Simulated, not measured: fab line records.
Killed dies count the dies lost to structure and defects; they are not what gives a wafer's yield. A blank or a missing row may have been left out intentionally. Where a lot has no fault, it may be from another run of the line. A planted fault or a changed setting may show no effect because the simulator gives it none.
fab line records	flow n5Finfet
[record] lots = 14	wafers = 41	lastDay = 18
route steps=1938 shown BEOL_M4@1108 BEOL_M5@1129
lots that met no fault: taken from a fault-free run of the same line
startH: hours from the record's first day to the start of the lot's first wafer shown	waitH: how many hours have passed since the lot's step before this one	" same as the row above	L1.1+2: one row covering several wafers at once	- no value present, or no start provided	* or withheld: withheld	< > ~ a bound
route shown NAME@n: NAME is a module with steps in the file, n the number in the route of the first one	usual: the fault-free wafers' mean and standard deviation	same: alike in all rows	chamber/n: place in a boat	sites: each site's reading	_std_site: their standard deviation	_edge_site: the outer-site mean with the inner-site mean subtracted	radiusMm: for every site, how far away it sits from the centre of the wafer	mask NAME#n: copy n	behind: the last tool/chamber to shape the wafer	hold: why the lot was held/for how many hours/how that ended	device: names the non-switching transistor (n, p or np)	end of line: tests of these same wafers at the route's end	a step without rows: its recipe alone	killed: not the wafer's yield, but the dies lost to structure and defects at the first sort	map: a wafer's dies, x killed, . not, _ none there
set.NAME: the setting the step ran with; set.NAME@STEP: the setting that earlier step ran with	model.NAME: the simulator's own value behind a step, which no gauge read
route steps across a sampled set of lots; one table per step, one row per wafer
services: a tool's chamber out of use, with start hour (startH, from the record's first day; less than 0 if before it), hours out, and reason
[[steps]]
[step N5_BEOL_M4_DEP_57]
[recipe] material = SiCN	targetThkA = 80	tempC = withheld	precursor = 3MS/NH3	pressureTorr = 3	rfW = 202	timeS = 14
[usual] rfFwdPowerW = 199.2/1	showerheadPlenumPTorr = 3.660/0.015	throttleValvePct = 9.2/0.91
lot.wafer	tool	chamber	startH	waitH	rfFwdPowerW	showerheadPlenumPTorr	throttleValvePct
L753.1	pecvd-01	0	188.54	0.0	199.0	3.656	9.1
L753.3	"	2	"	"	200.2	3.653	9.2
L753.5	"	0	"	"	199.0	3.661	9.3
L754.1	pecvd-01	0	189.00	0.0	198.0	3.662	9.2
L754.4	"	0	"	"	198.4	3.653	9.1
L754.6	"	2	"	"	200.3	3.648	9.3
L755.3	pecvd-02	2	206.53	0.0	200.2	3.676	8.7
L755.4	"	0	"	"	199.8	3.686	8.4
L755.6	"	2	"	"	200.8	3.667	8.8
L757.1	pecvd-03	0	215.15	0.0	197.4	3.657	11.5
L757.4	"	1	"	"	199.3	3.634	9.2
L757.6	"	2	"	"	199.1	3.661	8.5
L756.2	pecvd-01	0	215.32	0.0	197.9	3.667	8.9
L756.3	"	1	"	"	200.1	3.679	9.2
L756.6	"	0	"	"	197.8	3.657	9.1
L758.4	pecvd-03	0	219.02	0.0	197.7	3.651	11.2
L758.5	"	2	"	"	198.4	3.654	8.1
L758.6	"	1	"	"	199.6	3.643	9.3
L759.3	pecvd-03	0	223.45	0.0	198.0	3.648	11.4
L759.5	"	2	"	"	198.7	3.652	8.4
L759.6	"	1	"	"	199.3	3.633	9.4
L765.1	pecvd-01	0	258.29	0.0	200.0	3.654	9.1
L765.3	"	2	"	"	200.0	3.648	9.5
L765.5	"	1	"	"	200.8	3.669	9.1
L764.2	pecvd-03	2	260.59	0.0	198.8	3.658	8.5
L764.3	"	1	"	"	198.6	3.636	9.2
L764.4	"	1	"	"	199.2	3.641	9.6
L771.1	pecvd-03	1	286.21	0.0	199.2	3.634	9.4
L771.3	"	2	"	"	199.6	3.660	8.1
L771.4	"	2	"	"	199.3	3.654	8.2
L772.3	pecvd-03	1	306.52	0.0	199.1	3.638	9.5
L772.4	"	1	"	"	199.9	3.633	9.3
L772.6	"	2	"	"	199.4	3.643	8.0
L774.3	pecvd-03	0	308.22	0.0	197.1	3.652	11.0
L774.5	"	0	"	"	197.2	3.670	11.0
L774.6	"	2	"	"	198.7	3.660	8.3
L773.2	pecvd-01	0	308.73	0.0	199.3	3.670	9.2
L773.5	"	0	"	"	198.2	3.657	9.0
L773.6	"	1	"	"	200.0	3.681	9.3
L775.2	pecvd-01	1	318.58	0.0	199.5	3.674	9.1
L775.5	"	0	"	"	198.1	3.658	8.9
[step N5_BEOL_M5_DESCUM_16]
[recipe] chemistry = O2	timeS = 7	sourcePowerW = 50	biasPowerW = 20	pressureMtorr = 20	rfFrequencyHz = 2.712e+07	tempC = 40	resist = CAR-EUV	o2FlowSccm = 225
[usual] drypumpMotorCurrentA = 5.7/0.47	oesProductAu = 0.80/0.081	rfFwdPowerW = 49.28/0.21	rfVppV = 243.1/1.3	showerheadPlenumPTorr = 2.09/0.062	throttleValvePct = 20.46/0.22
lot.wafer	tool	chamber	startH	waitH	drypumpMotorCurrentA	oesProductAu	rfFwdPowerW	rfHoursCounterH	rfVppV	showerheadPlenumPTorr	throttleValvePct
L753.1	rieDiel-03	2	192.51	0.1	5.3	0.94	49.00	6	243.1	2.06	20.06
L753.3	"	1	"	"	5.4	0.89	49.31	23	244.4	2.24	20.50
L753.5	"	2	"	"	5.3	0.94	49.05	-	241.8	2.06	20.04
L754.1	rieDiel-06	1	192.55	0.1	5.7	0.76	48.88	176	244.4	2.08	20.60
L754.4	"	3	"	"	6.2	0.89	49.49	36	242.6	2.12	20.27
L754.6	"	3	"	"	6.2	0.89	49.31	-	243.1	2.12	20.26
L755.3	rieDiel-06	3	209.65	0.0	6.2	0.87	49.53	43	244.0	2.12	20.27
L755.4	"	2	"	"	6.0	0.68	49.16	229	242.6	2.06	20.51
L755.6	"	0	"	"	5.2	0.81	49.69	-	242.7	2.02	20.18
L757.1	rieDiel-04	3	218.81	0.1	5.2	0.86	49.43	49	240.7	2.06	20.55
L757.4	"	2	"	"	5.7	0.69	49.46	237	239.7	1.99	20.97
L757.6	"	3	"	"	5.2	0.86	49.15	-	242.5	2.06	20.55
L756.2	rieDiel-06	0	218.86	0.1	5.2	0.81	49.26	83	242.0	2.02	20.20
L756.3	"	2	"	"	6.0	0.69	49.45	231	242.2	2.05	20.50
L756.6	"	2	"	"	6.0	0.68	49.39	-	244.0	2.06	20.51
L758.4	rieDiel-03	2	222.47	0.0	5.3	0.90	49.18	17	242.2	2.06	20.05
L758.5	"	3	"	"	6.4	0.86	49.17	-	243.2	2.13	20.67
L758.6	"	0	"	"	5.1	0.72	49.06	-	243.1	2.06	20.45
L759.3	rieDiel-03	2	229.50	0.2	5.3	0.89	49.04	19	242.7	2.06	20.05
L759.5	"	2	"	"	5.3	0.89	49.26	-	242.9	2.06	20.05
L759.6	"	3	"	"	6.4	0.86	49.21	-	243.7	2.13	20.67
L765.1	rieDiel-03	0	261.39	0.1	5.1	0.70	49.09	218	242.2	2.06	20.47
L765.3	"	1	"	"	5.4	0.85	49.57	41	247.7	2.23	20.55
L765.5	"	0	"	"	5.1	0.71	49.25	-	243.0	2.06	20.47
L764.2	rieDiel-06	0	263.65	0.0	5.2	0.80	49.26	101	243.3	2.01	20.22
L764.3	"	1	"	"	5.7	0.73	49.21	202	243.5	2.07	20.64
L764.4	"	3	"	"	6.2	0.85	49.31	63	243.3	2.11	20.29
L771.1	rieDiel-03	1	289.99	0.0	5.4	0.85	49.27	49	244.8	2.23	20.56
L771.3	"	0	"	"	5.1	0.71	48.98	225	243.4	2.06	20.48
L771.4	"	3	"	"	6.4	0.87	49.02	76	244.6	2.13	20.69
L772.3	rieDiel-03	1	311.38	0.0	5.4	0.84	49.30	57	245.6	2.22	20.56
L772.4	"	0	"	"	5.1	0.69	49.08	-	243.1	2.05	20.48
L772.6	"	1	"	"	5.4	0.84	49.46	-	246.9	2.22	20.57
L774.3	rieDiel-03	1	311.71	0.0	5.4	0.84	49.46	58	245.4	2.22	20.55
L774.5	"	3	"	"	6.4	0.85	49.38	-	243.6	2.13	20.69
L774.6	"	0	"	"	5.1	0.70	49.15	-	242.8	2.05	20.49
L773.2	rieDiel-06	2	312.42	0.0	6.1	0.94	49.45	6	243.0	2.05	20.32
L773.5	"	3	"	"	6.2	0.82	49.57	-	244.1	2.11	20.31
L773.6	"	2	"	"	6.1	0.94	49.64	-	243.3	2.05	20.30
L775.2	rieDiel-06	3	321.84	0.0	6.2	0.82	49.55	85	244.4	2.10	20.31
L775.5	"	2	"	"	6.0	0.93	49.59	-	242.7	2.05	20.32
[step N5_BEOL_M5_CD_MEAS_18]
[recipe] pitchNm = 56	targetCdNm = 28
[usual] cdNm = 28.1/0.46
lot.wafer	tool	chamber	startH	waitH	cdNm
L753.1	cdSem-03	-	192.97	0.0	28.6
L753.3	"	-	"	"	28.3
L753.5	"	-	"	"	29.1
L754.1	cdSem-01	-	193.09	0.0	27.9
L754.4	"	-	"	"	27.7
L754.6	"	-	"	"	27.8
L755.3	cdSem-01	-	210.09	0.1	28.5
L755.4	"	-	"	"	27.5
L755.6	"	-	"	"	27.8
L756.2	cdSem-03	-	219.29	0.1	27.9
L756.3	"	-	"	"	28.0
L756.6	"	-	"	"	28.4
L757.1	cdSem-01	-	219.33	0.0	27.4
L757.4	"	-	"	"	28.3
L757.6	"	-	"	"	27.0
L758.4	cdSem-02	-	222.90	0.1	28.5
L758.5	"	-	"	"	27.8
L758.6	"	-	"	"	27.8
L759.3	cdSem-02	-	229.93	0.1	29.0
L759.5	"	-	"	"	29.0
L759.6	"	-	"	"	27.5
L765.1	cdSem-01	-	262.05	0.0	27.7
L765.3	"	-	"	"	28.0
L765.5	"	-	"	"	27.7
L764.2	cdSem-01	-	264.08	0.1	28.2
L764.3	"	-	"	"	28.0
L764.4	"	-	"	"	28.8
L771.1	cdSem-03	-	290.43	0.0	28.1
L771.3	"	-	"	"	27.8
L771.4	"	-	"	"	27.5
L772.3	cdSem-02	-	311.81	0.1	28.4
L772.4	"	-	"	"	27.7
L772.6	"	-	"	"	28.8
L774.3	cdSem-03	-	312.23	0.1	27.7
L774.5	"	-	"	"	27.7
L774.6	"	-	"	"	27.5
L773.2	cdSem-02	-	312.85	0.1	28.3
L773.5	"	-	"	"	28.2
L773.6	"	-	"	"	28.3
L775.2	cdSem-03	-	322.27	0.1	28.1
L775.5	"	-	"	"	28.2
[step N5_BEOL_M5_PEB_26]
[recipe] pebTempC = 100	pebTimeS = 60	resist = CAR-EUV
[usual] chillPlateTempC = 22.98/0.11	exhaustPa = 45.2/0.82	pebTimeS = 60/0	resistLineTempC = 23.00/0.11
lot.wafer	tool	chamber	startH	waitH	chillPlateTempC	exhaustPa	pebTimeS	resistLineTempC
L753.1	lithoTrack-05	0	193.31	0.1	22.88	47.0	60	23.03
L753.3	"	0	"	"	23.07	46.4	60	23.00
L753.5	"	0	"	"	23.00	45.2	60	22.94
L754.1	lithoTrack-03	0	193.51	0.1	22.85	45.9	60	22.93
L754.4	"	0	"	"	22.92	44.2	60	23.14
L754.6	"	0	"	"	22.81	44.8	60	23.00
L755.3	lithoTrack-05	0	210.90	0.0	22.98	45.0	60	23.09
L755.4	"	0	"	"	22.94	45.0	60	23.14
L755.6	"	0	"	"	22.93	43.2	60	23.18
L757.1	lithoTrack-02	0	221.55	0.1	23.06	45.7	60	23.04
L757.4	"	0	"	"	23.09	45.4	60	22.99
L757.6	"	0	"	"	23.11	45.4	60	23.11
L756.2	lithoTrack-05	0	221.84	0.1	23.10	46.5	60	22.95
L756.3	"	0	"	"	22.93	44.7	60	23.01
L756.6	"	0	"	"	23.06	45.2	60	23.12
L758.4	lithoTrack-05	0	223.63	0.0	23.02	44.8	60	22.93
L758.5	"	0	"	"	23.07	44.9	60	23.15
L758.6	"	0	"	"	23.01	44.2	60	23.02
L759.3	lithoTrack-03	0	231.62	0.0	22.79	44.6	60	22.88
L759.5	"	0	"	"	22.82	44.6	60	23.14
L759.6	"	0	"	"	22.93	44.0	60	22.99
L765.1	lithoTrack-03	-	262.30	0.1	-	-	-	-
L765.3	"	-	"	"	-	-	-	-
L765.5	"	-	"	"	-	-	-	-
L764.2	lithoTrack-05	-	264.43	0.1	-	-	-	-
L764.3	"	-	"	"	-	-	-	-
L764.4	"	-	"	"	-	-	-	-
L771.1	lithoTrack-02	0	292.01	0.1	22.81	44.5	60	22.98
L771.3	"	0	"	"	22.91	44.8	60	22.94
L771.4	"	0	"	"	22.87	45.6	60	23.06
L772.3	lithoTrack-02	0	312.06	0.0	23.05	44.4	60	23.07
L772.4	"	0	"	"	23.05	43.9	60	23.15
L772.6	"	0	"	"	22.77	45.2	60	22.99
L774.3	lithoTrack-05	0	312.75	0.0	22.93	47.1	60	22.93
L774.5	"	0	"	"	22.93	45.5	60	23.08
L774.6	"	0	"	"	22.87	46.8	60	22.96
L773.2	lithoTrack-02	0	313.78	0.1	23.06	43.7	60	23.07
L773.5	"	0	"	"	23.02	46.1	60	23.21
L773.6	"	0	"	"	23.08	45.1	60	23.04
L775.2	lithoTrack-03	0	323.30	0.1	22.94	45.9	60	23.09
L775.5	"	0	"	"	22.96	46.1	60	22.98
[[services]]
tool	chamber	startH	hours	kind
pecvd-01	0	170.29	-	calibration
pecvd-02	-	177.81	12.4	repair
pecvd-03	2	180.79	5.7	repair
rieDiel-04	-	188.17	14.6	pm
pecvd-01	-	189.62	5.5	pm
pecvd-02	-	218.26	16.8	repair
pecvd-02	-	237.05	4.3	pm
rieDiel-03	-	239.00	15.6	pm
pecvd-03	-	242.55	1.7	repair
pecvd-03	-	247.71	5.3	repair
rieDiel-04	2	254.55	-	clean
rieDiel-04	2	254.55	-	consumableReplace:focusRing
pecvd-01	-	259.73	2.9	repair
rieDiel-06	0	267.66	4.5	repair
rieDiel-06	2	272.21	-	clean
rieDiel-06	2	272.21	-	consumableReplace:focusRing
rieDiel-06	2	272.21	23.9	scheduledDown
rieDiel-06	2	272.21	23.9	ventCycle
rieDiel-04	3	278.44	4.5	repair
rieDiel-03	2	296.51	115.9	repair
rieDiel-04	3	296.85	3.5	repair
pecvd-03	1	300.78	2.8	repair
pecvd-01	2	306.56	5.5	scheduledDown
pecvd-03	1	322.46	12.9	repair
[[key]]
[firstSign] step = N5_BEOL_M5_PEB_26	reading = toolRecord	direction = missing
effect none on later readings
metAt N5_BEOL_M5_PEB_26
struckLots L764,L765
laterRowsLeftOut L764.2,L764.3,L764.4,L765.1,L765.3,L765.5
sortLeftOut L764.2,L764.3,L764.4,L765.1,L765.3,L765.5
notActingAt N5_BEOL_M4_DEP_57,N5_BEOL_M5_DESCUM_16,N5_BEOL_M5_CD_MEAS_18
onsetBetween 231.62 262.30
[earlierFault] kind = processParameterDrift	tool = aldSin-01	chamber = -	onsetH = 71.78	steps = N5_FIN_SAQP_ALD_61	channel = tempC	offset = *	shape = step	endH = 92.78	actsIn = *	stated = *
[fault] kind = skippedStepWhole	tool = lithoTrack-03,lithoTrack-05	chamber = -	onsetH = 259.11	steps = N5_BEOL_M5_PEB_26	scope = struckLotsOnly
// sortLeftOut: the simulated sort isn't trusted on such a fault, so these wafers' sort isn't shown, and their yield isn't known
// laterRowsLeftOut: the simulator's readings of these wafers behind a module that went badly wrong aren't trusted and aren't shown, but for the sort
